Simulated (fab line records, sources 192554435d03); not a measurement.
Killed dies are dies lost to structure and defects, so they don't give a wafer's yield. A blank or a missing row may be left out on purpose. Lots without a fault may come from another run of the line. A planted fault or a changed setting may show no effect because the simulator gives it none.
Chamber matching | flow n5_finfet | N5_BEOL_M10_ALD_74 on ald_metal-04: 4 sister chambers
The step deposits TaN, target thk 2 nm, pulse time 2 s, purge time 3 s. 4 wafers are shown with their chamber, then 8 later ones without.

WAFERS WITH THEIR CHAMBER
wafer  | chamber | heater_power_w (W)
L079.3 | 1       | 387
L088.3 | 2       | 375
L088.5 | 3       | 434
L092.1 | 0       | 483

WAFERS WITHOUT THEIR CHAMBER
wafer  | heater_power_w (W)
L092.3 | 416
L092.6 | 395
L095.1 | 381
L095.2 | 439
L095.3 | 407
L095.4 | 388
L095.5 | 425
L095.6 | 380

WHICH CHAMBER EACH WENT THROUGH
wafer  | from the rows above          | in truth
L092.3 | can't be placed: 3 or 1      | 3
L092.6 | can't be placed: 1 or 2      | 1
L095.1 | can't be placed: 1 or 2      | 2
L095.2 | 3                            | 3
L095.3 | can't be placed: 1 or 3 or 2 | 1
L095.4 | can't be placed: 1 or 2      | 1
L095.5 | 3                            | 3
L095.6 | can't be placed: 2 or 1      | 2
Placed correctly: 2 of 8. Can't be placed from these rows: 6 (the true chamber is among the candidates in 6). Placed wrongly: 0.
How it was worked out, from the rows above alone: a wafer's distance from a chamber is the root of the sum, over the readings, of the square of ((its reading less the chamber's mean) divided by the reading's scatter). The wafer belongs to the nearest chamber; if the next one is less than 2 further off, it can't be placed. A chamber's mean is the mean of its shown wafers. The scatter: with one shown wafer a chamber, the root of the mean of the squares of how far each hidden wafer lies from its nearest shown one.
